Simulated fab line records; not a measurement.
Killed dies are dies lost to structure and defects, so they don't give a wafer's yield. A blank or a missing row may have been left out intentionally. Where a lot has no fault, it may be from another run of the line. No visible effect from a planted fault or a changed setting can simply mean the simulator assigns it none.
fab line records	flow n5_finfet	part 1 of 2: steps 1 to 4 of 6
record: lots: 22	wafers: 66	last_day: 18
route steps=1938 shown BEOL_M2@917 BEOL_M3@953
lots with no fault: from the same line, run without faults
start_h: hours from the record's first day to the start of the lot's first wafer shown	wait_h: time in hours since the lot's previous step	" unchanged from the row above	L1.1+2: a single row standing in for several wafers	- no value, or no start given	* or withheld: withheld	< > ~ a bound
route shown NAME@n: NAME is a module with steps in the file, n the number in the route of the first one	usual: mean/standard deviation of fault-free wafers	same: alike in all rows	chamber/n: place in a boat	sites: each site's reading	_std_site: the values' standard deviation	_edge_site: mean of outer sites minus mean of inner sites	radius_mm: for every site, how far away it sits from the centre of the wafer	mask NAME#n: copy n	behind: the most recent tool/chamber to have shaped the wafer	hold: cause of the lot's hold/its duration in hours/its outcome	device: the transistor (n, p or np) that didn't switch	end of line: the route-end tests of the same wafers	a step with no rows: only its recipe	killed: at the first sort, the dies lost to defects and structure; wafer yield is something else	map: per-die view of a wafer (x killed, . not killed, _ where there is no die)
set.NAME: the run value of the setting; set.NAME@STEP: its run value at that earlier step	model.NAME: the simulator's own value behind a step, which no gauge read
route steps across a sampled set of lots; one table per step, one row per wafer
services: when a tool's chamber went out of use (start_h, in hours from the record's first day, below 0 if earlier), for how many hours, and the reason
== steps ==
step: N5_BEOL_M2_ANNEAL_93
recipe: temp_c: 400	time_s: 240	ambient: vacuum
usual: heater_power_w: 763/89
lot.wafer	tool	chamber	start_h	wait_h	heater_power_w
L074.2	pvd_sputter-02	-	140.10	0.0	767
L074.3	"	-	"	"	836
L074.4	"	-	"	"	766
L075.1	pvd_sputter-02	-	145.97	0.0	834
L075.2	"	-	"	"	748
L075.5	"	-	"	"	832
L076.2	pvd_sputter-03	-	159.97	0.0	709
L076.4	"	-	"	"	653
L076.5	"	-	"	"	723
L078.1	pvd_sputter-01	-	167.26	0.0	776
L078.4	"	-	"	"	635
L078.5	"	-	"	"	907
L079.1	pvd_sputter-01	-	181.94	0.0	662
L079.3	"	-	"	"	627
L079.5	"	-	"	"	661
L080.2	pvd_sputter-02	-	183.54	0.0	810
L080.5	"	-	"	"	850
L080.6	"	-	"	"	768
L081.1	pvd_sputter-03	-	187.65	0.0	789
L081.2	"	-	"	"	731
L081.3	"	-	"	"	710
L084.1	pvd_sputter-01	-	194.46	0.0	630
L084.3	"	-	"	"	937
L084.6	"	-	"	"	623
L082.1	pvd_sputter-01	-	200.13	0.0	793
L082.3	"	-	"	"	625
L082.5	"	-	"	"	604
L083.2	pvd_sputter-02	-	201.10	0.0	838
L083.5	"	-	"	"	773
L083.6	"	-	"	"	848
L085.2	pvd_sputter-02	-	211.17	0.0	840
L085.5	"	-	"	"	835
L085.6	"	-	"	"	746
L086.3	pvd_sputter-01	-	216.40	0.0	666
L086.4	"	-	"	"	909
L086.5	"	-	"	"	786
L087.1	pvd_sputter-01	-	221.82	0.0	649
L087.4	"	-	"	"	624
L087.5	"	-	"	"	608
L088.2	pvd_sputter-03	-	231.88	0.0	722
L088.3	"	-	"	"	813
L088.5	"	-	"	"	735
L089.1	pvd_sputter-03	-	236.20	0.0	737
L089.2	"	-	"	"	721
L089.4	"	-	"	"	808
L091.3	pvd_sputter-01	-	251.13	0.0	787
L091.4	"	-	"	"	626
L091.6	"	-	"	"	670
L092.4	pvd_sputter-03	-	256.21	0.0	744
L092.5	"	-	"	"	731
L092.6	"	-	"	"	662
L093.1	pvd_sputter-02	-	261.67	0.0	764
L093.4	"	-	"	"	831
L093.6	"	-	"	"	745
L094.1	pvd_sputter-02	-	265.01	0.0	787
L094.2	"	-	"	"	824
L094.3	"	-	"	"	753
L095.1	pvd_sputter-01	-	267.07	0.0	935
L095.2	"	-	"	"	626
L095.3	"	-	"	"	772
L096.1	pvd_sputter-01	-	280.26	0.0	645
L096.3	"	-	"	"	788
L096.4	"	-	"	"	923
L097.1	pvd_sputter-03	-	285.44	0.0	654
L097.3	"	-	"	"	757
L097.6	"	-	"	"	725
step: N5_BEOL_M3_STRIP_66
recipe: chemistry: CF4	resist: SiARC	power_w: 300	bias_power_w: 75	pressure_mtorr: 50	cf4_flow_sccm: 150	rf_frequency_hz: 6e+07
usual: bias_power_w: 74.97/0.22	drypump_motor_current_A: 5.7/0.46	oes_product_au: 0.79/0.068	rf_vpp_V: 271.4/1.5	showerhead_plenum_p_Torr: 1.81/0.065	throttle_valve_pct: 13.58/0.15
lot.wafer	tool	chamber	start_h	wait_h	bias_power_w	drypump_motor_current_A	oes_product_au	rf_hours_counter_h	rf_vpp_V	showerhead_plenum_p_Torr	throttle_valve_pct
L074.2	rie_diel-05	2	142.94	0.0	74.81	5.4	0.87	57	275.2	1.89	13.37
L074.3	"	3	"	"	74.82	5.4	0.71	219	271.5	1.78	13.60
L074.4	"	1	"	"	75.04	5.3	0.87	44	274.0	1.90	13.30
L075.1	rie_diel-05	3	150.50	0.0	74.89	5.3	0.70	221	270.1	1.78	13.59
L075.2	"	0	"	"	75.10	6.3	0.87	40	270.2	1.75	13.64
L075.5	"	0	"	"	75.34	6.3	0.86	-	270.7	1.75	13.65
L076.2	rie_diel-03	3	163.89	0.0	74.78	6.0	0.94	10	273.8	1.91	13.54
L076.4	"	2	"	"	74.95	6.2	0.83	66	272.5	1.83	13.40
L076.5	"	1	"	"	75.03	6.0	0.73	-	269.1	1.71	13.60
L078.1	rie_diel-03	0	172.20	0.0	75.36	5.4	0.76	149	270.2	1.79	13.74
L078.4	"	3	"	"	75.39	6.0	0.94	-	272.9	1.91	13.52
L078.5	"	1	"	"	75.37	6.0	0.73	-	269.9	1.71	13.60
L079.1	rie_diel-03	3	185.43	0.0	74.94	6.1	0.92	17	274.0	1.91	13.54
L079.3	"	0	"	"	74.88	5.4	0.75	153	270.7	1.79	13.77
L079.5	"	3	"	"	74.84	6.1	0.92	-	274.1	1.91	13.55
L080.2	rie_diel-04	2	186.48	0.0	74.88	4.8	0.73	183	273.3	1.86	13.48
L080.5	"	2	"	"	74.73	4.7	0.72	-	271.7	1.86	13.49
L080.6	"	3	"	"	74.96	6.0	0.73	-	270.9	1.73	13.59
L081.1	rie_diel-05	3	190.40	0.0	74.81	5.3	0.70	234	271.2	1.77	13.62
L081.2	"	1	"	"	74.85	5.3	0.85	58	272.6	1.89	13.32
L081.3	"	0	"	"	74.89	6.3	0.84	52	269.4	1.75	13.67
L084.1	rie_diel-04	0	198.85	0.0	75.02	6.3	0.73	181	272.3	1.78	13.58
L084.3	"	2	"	"	74.83	4.7	0.73	187	271.6	1.86	13.51
L084.6	"	1	"	"	75.34	5.4	0.82	-	270.8	1.75	13.78
L082.1	rie_diel-04	3	203.10	0.0	75.10	6.0	0.74	165	270.0	1.73	13.62
L082.3	"	2	"	"	75.58	4.8	0.72	187	270.8	1.86	13.52
L082.5	"	0	"	"	74.98	6.3	0.73	-	270.5	1.78	13.58
L083.2	rie_diel-03	1	203.86	0.0	75.15	6.0	0.72	197	269.3	1.71	13.62
L083.5	"	2	"	"	74.81	6.2	0.82	-	271.9	1.83	13.42
L083.6	"	1	"	"	74.78	6.0	0.72	-	269.2	1.71	13.64
L085.2	rie_diel-03	2	213.77	0.0	75.20	6.2	0.83	79	270.9	1.82	13.43
L085.5	"	0	"	"	75.13	5.4	0.74	-	270.5	1.79	13.80
L085.6	"	3	"	"	75.04	6.1	0.90	-	273.9	1.91	13.57
L086.3	rie_diel-05	2	219.93	0.0	74.64	5.4	0.84	81	273.7	1.88	13.43
L086.4	"	0	"	"	74.79	6.3	0.84	60	269.8	1.75	13.72
L086.5	"	1	"	"	75.06	5.3	0.84	-	272.3	1.89	13.34
L087.1	rie_diel-04	1	226.71	0.0	75.06	5.3	0.82	63	269.8	1.75	13.80
L087.4	"	2	"	"	75.19	4.8	0.71	194	272.1	1.86	13.52
L087.5	"	1	"	"	74.71	5.4	0.81	-	271.0	1.75	13.79
L088.2	rie_diel-05	0	235.02	0.0	75.00	6.3	0.83	65	270.2	1.75	13.73
L088.3	"	3	"	"	74.29	5.4	0.69	248	271.4	1.77	13.65
L088.5	"	2	"	"	75.09	5.4	0.83	-	272.1	1.88	13.43
L089.1	rie_diel-03	3	239.13	0.0	75.03	6.0	0.89	33	271.8	1.90	13.57
L089.2	"	2	"	"	74.79	6.2	0.81	87	270.9	1.82	13.45
L089.4	"	1	"	"	74.89	6.0	0.72	207	270.2	1.70	13.65
L091.3	rie_diel-04	0	254.05	0.0	75.22	6.2	0.72	198	271.0	1.78	13.61
L091.4	"	1	"	"	75.28	5.4	0.81	73	269.7	1.75	13.82
L091.6	"	1	"	"	75.15	5.4	0.81	-	270.4	1.75	13.83
L092.4	rie_diel-05	0	260.05	0.0	74.77	6.3	0.82	-	270.1	1.74	13.74
L092.5	"	1	"	"	75.21	5.3	0.83	-	272.9	1.88	13.36
L092.6	"	2	"	"	74.79	5.4	0.81	-	272.3	1.88	13.46
L093.1	rie_diel-03	1	264.26	0.0	75.05	6.0	0.71	215	268.6	1.70	13.66
L093.4	"	2	"	"	74.80	6.2	0.81	95	272.2	1.82	13.47
L093.6	"	2	"	"	74.94	6.2	0.80	-	270.3	1.82	13.47
L094.1	rie_diel-03	3	268.78	0.0	75.06	6.1	0.87	42	273.7	1.90	13.62
L094.2	"	0	"	"	75.12	5.4	0.72	177	271.6	1.79	13.82
L094.3	"	2	"	"	74.83	6.2	0.80	96	271.3	1.82	13.48
L095.1	rie_diel-03	1	270.23	0.0	75.13	6.0	0.71	217	269.2	1.70	13.67
L095.2	"	3	"	"	75.00	6.0	0.88	42	272.2	1.90	13.60
L095.3	"	2	"	"	74.97	6.1	0.81	96	272.1	1.82	13.47
L096.1	rie_diel-05	3	283.34	0.0	75.29	5.3	0.96	4	271.5	1.77	13.11
L096.3	"	0	"	"	74.86	6.3	0.81	83	269.3	1.74	13.74
L096.4	"	1	"	"	75.24	5.3	0.81	89	272.6	1.88	13.39
L097.1	rie_diel-03	2	289.59	0.0	74.92	6.2	0.80	103	269.6	1.82	13.48
L097.3	"	3	"	"	74.92	6.0	0.86	49	272.7	1.90	13.61
L097.6	"	2	"	"	74.88	6.2	0.79	-	271.0	1.82	13.48
step: N5_BEOL_M3_STRIP_19
recipe: chemistry: O2	power_w: 400	temp_c: 40	pressure_mtorr: 30	rf_frequency_hz: 6e+07	bias_power_w: 0	overash_fraction: 0.2	o2_flow_sccm: 225
usual: drypump_motor_current_A: 5.7/0.44	oes_product_au: 0.81/0.071	rf_vpp_V: 3.7/0.46	showerhead_plenum_p_Torr: 2.12/0.083	throttle_valve_pct: 16.65/0.16
same: bias_power_w: 0
lot.wafer	tool	chamber	start_h	wait_h	drypump_motor_current_A	oes_product_au	rf_hours_counter_h	rf_vpp_V	showerhead_plenum_p_Torr	throttle_valve_pct
L074.2	rie_diel-05	3	143.09	0.1	5.4	0.71	219	3.8	2.07	16.60
L074.3	"	0	"	"	6.3	0.90	37	3.7	2.05	16.82
L074.4	"	2	"	"	5.4	0.87	57	3.4	2.22	16.56
L075.1	rie_diel-03	0	150.76	0.2	5.4	0.75	141	3.9	2.10	16.80
L075.2	"	1	"	"	6.0	0.73	179	3.8	2.00	16.69
L075.5	"	1	"	"	5.9	0.75	-	4.0	2.00	16.70
L076.2	rie_diel-04	1	164.04	0.1	5.4	0.85	46	3.6	2.04	16.88
L076.4	"	1	"	"	5.4	0.86	-	3.8	2.04	16.89
L076.5	"	0	"	"	6.3	0.74	-	3.6	2.09	16.64
L078.1	rie_diel-03	1	172.54	0.3	6.0	0.74	187	3.6	2.00	16.72
L078.4	"	0	"	"	5.4	0.76	-	4.1	2.09	16.82
L078.5	"	1	"	"	6.0	0.74	-	4.3	2.00	16.71
L079.1	rie_diel-05	0	185.58	0.1	6.3	0.87	50	3.4	2.05	16.84
L079.3	"	2	"	"	5.4	0.86	70	3.7	2.22	16.58
L079.5	"	1	"	"	5.3	0.87	-	3.7	2.22	16.40
L080.2	rie_diel-03	2	186.63	0.1	6.2	0.84	71	4.1	2.12	16.43
L080.5	"	2	"	"	6.2	0.84	-	4.3	2.12	16.42
L080.6	"	1	"	"	6.0	0.73	-	4.0	2.00	16.71
L081.1	rie_diel-05	2	190.55	0.1	5.4	0.85	72	3.6	2.22	16.60
L081.2	"	0	"	"	6.3	0.86	52	3.7	2.05	16.84
L081.3	"	3	"	"	5.4	0.70	234	3.1	2.07	16.62
L084.1	rie_diel-05	1	199.00	0.1	5.3	0.86	60	3.3	2.22	16.43
L084.3	"	3	"	"	5.4	0.69	237	3.4	2.07	16.61
L084.6	"	1	"	"	5.3	0.85	-	3.4	2.22	16.42
L082.1	rie_diel-05	1	203.25	0.1	5.3	0.87	61	3.0	2.22	16.41
L082.3	"	3	"	"	5.4	0.70	238	3.5	2.07	16.62
L082.5	"	3	"	"	5.3	0.70	-	3.5	2.06	16.64
L083.2	rie_diel-05	0	204.01	0.1	6.3	0.86	56	3.3	2.05	16.85
L083.5	"	1	"	"	5.3	0.87	-	4.5	2.22	16.43
L083.6	"	0	"	"	6.3	0.86	-	3.9	2.05	16.85
L085.2	rie_diel-03	1	213.92	0.1	6.0	0.72	199	3.8	2.00	16.72
L085.5	"	1	"	"	6.0	0.72	-	3.7	2.00	16.73
L085.6	"	0	"	"	5.4	0.74	-	3.3	2.09	16.83
L086.3	rie_diel-05	2	220.21	0.2	5.4	0.84	81	3.6	2.21	16.60
L086.4	"	3	"	"	5.3	0.70	243	3.9	2.06	16.64
L086.5	"	3	"	"	5.3	0.69	-	3.8	2.06	16.65
L087.1	rie_diel-03	2	226.86	0.1	6.1	0.82	83	3.7	2.11	16.45
L087.4	"	3	"	"	6.1	0.91	29	3.8	2.23	16.69
L087.5	"	2	"	"	6.2	0.83	-	3.2	2.11	16.45
L088.2	rie_diel-05	1	235.18	0.1	5.3	0.85	71	3.5	2.21	16.44
L088.3	"	3	"	"	5.3	0.69	248	3.4	2.06	16.66
L088.5	"	0	"	"	6.3	0.84	-	3.8	2.04	16.88
L089.1	rie_diel-03	1	239.34	0.1	6.0	0.71	207	3.9	1.99	16.75
L089.2	"	2	"	"	6.2	0.82	87	4.2	2.11	16.45
L089.4	"	0	"	"	5.4	0.73	168	3.5	2.09	16.86
L091.3	rie_diel-03	0	254.21	0.1	5.4	0.74	173	3.2	2.08	16.86
L091.4	"	1	"	"	5.9	0.72	212	3.5	1.99	16.75
L091.6	"	2	"	"	6.2	0.82	-	3.7	2.11	16.47
L092.4	rie_diel-05	2	260.22	0.1	5.5	0.83	-	4.2	2.21	16.61
L092.5	"	1	"	"	5.3	0.85	-	4.3	2.21	16.47
L092.6	"	0	"	"	6.3	0.84	-	3.7	2.04	16.88
L093.1	rie_diel-04	1	264.41	0.1	5.4	0.82	76	3.2	2.03	16.97
L093.4	"	3	"	"	6.0	0.73	182	4.1	1.99	16.65
L093.6	"	3	"	"	6.0	0.73	-	3.5	1.99	16.68
L094.1	rie_diel-05	2	269.04	0.2	5.4	0.83	99	3.4	2.21	16.62
L094.2	"	0	"	"	6.3	0.83	78	5.2	2.04	16.90
L094.3	"	1	"	"	5.3	0.84	84	3.6	2.21	16.50
L095.1	rie_diel-03	0	270.39	0.1	5.4	0.73	178	3.4	2.08	16.87
L095.2	"	3	"	"	6.1	0.88	42	4.1	2.22	16.72
L095.3	"	2	"	"	6.2	0.81	96	4.3	2.11	16.47
L096.1	rie_diel-03	3	283.50	0.1	6.1	0.88	47	4.5	2.22	16.72
L096.3	"	1	"	"	6.0	0.72	221	3.2	1.99	16.78
L096.4	"	1	"	"	6.0	0.71	-	3.3	1.99	16.77
L097.1	rie_diel-05	3	289.76	0.1	5.3	0.96	6	4.1	2.06	16.20
L097.3	"	1	"	"	5.3	0.82	90	3.4	2.21	16.48
L097.6	"	0	"	"	6.3	0.82	-	2.8	2.04	16.90
step: N5_BEOL_M3_OVL_MEAS_29
recipe: points_per_wafer: 522
usual: V2_OVL: -0.1/0.55
lot.wafer	tool	chamber	start_h	wait_h	V2_OVL[nm]
L074.2	overlay-02	0	143.64	0.0	-0.3
L074.3	"	0	"	"	1.1
L074.4	"	0	"	"	-0.5
L075.1	overlay-01	0	151.31	0.0	0.0
L075.2	"	0	"	"	0.0
L075.5	"	0	"	"	0.3
L076.2	overlay-01	0	164.61	0.0	-0.3
L076.4	"	0	"	"	-1.1
L076.5	"	0	"	"	-0.5
L078.1	overlay-02	0	172.96	0.0	0.5
L078.4	"	0	"	"	-0.6
L078.5	"	0	"	"	0.7
L079.1	overlay-01	0	186.13	0.0	-0.7
L079.3	"	0	"	"	-0.2
L079.5	"	0	"	"	-1.0
L080.2	overlay-01	0	187.18	0.0	-1.3
L080.5	"	0	"	"	-0.8
L080.6	"	0	"	"	0.4
L081.1	overlay-01	0	190.97	0.0	-0.7
L081.2	"	0	"	"	-0.7
L081.3	"	0	"	"	0.4
L084.1	overlay-02	0	199.54	0.0	-0.5
L084.3	"	0	"	"	-0.3
L084.6	"	0	"	"	0.6
L082.1	overlay-02	0	203.67	0.0	0.6
L082.3	"	0	"	"	0.6
L082.5	"	0	"	"	0.5
L083.2	overlay-02	0	204.56	0.0	0.7
L083.5	"	0	"	"	0.6
L083.6	"	0	"	"	0.7
L085.2	overlay-01	0	214.50	0.0	-0.3
L085.5	"	0	"	"	-0.1
L085.6	"	0	"	"	-0.2
L086.3	overlay-02	0	220.64	0.0	0.5
L086.4	"	0	"	"	0.0
L086.5	"	0	"	"	0.4
L087.1	overlay-02	0	227.28	0.0	-1.2
L087.4	"	0	"	"	0.4
L087.5	"	0	"	"	-0.2
L088.2	overlay-01	0	235.73	0.0	0.3
L088.3	"	0	"	"	-0.9
L088.5	"	0	"	"	0.4
L089.1	overlay-02	0	239.89	0.0	0.5
L089.2	"	0	"	"	0.7
L089.4	"	0	"	"	0.2
L091.3	overlay-02	0	254.64	0.0	-0.1
L091.4	"	0	"	"	-1.2
L091.6	"	0	"	"	-1.1
L092.4	overlay-01	0	260.63	0.0	-0.3
L092.5	"	0	"	"	-0.3
L092.6	"	0	"	"	0.0
L093.1	overlay-02	0	264.96	0.0	0.0
L093.4	"	0	"	"	0.0
L093.6	"	0	"	"	-0.3
L094.1	overlay-01	0	269.60	0.0	-0.2
L094.2	"	0	"	"	-0.7
L094.3	"	0	"	"	-0.2
L095.1	overlay-01	0	270.80	0.0	-0.1
L095.2	"	0	"	"	0.1
L095.3	"	0	"	"	0.1
L096.1	overlay-02	0	284.04	0.0	-0.6
L096.3	"	0	"	"	-0.3
L096.4	"	0	"	"	-0.2
L097.1	overlay-01	0	290.18	0.0	0.5
L097.3	"	0	"	"	1.1
L097.6	"	0	"	"	0.0
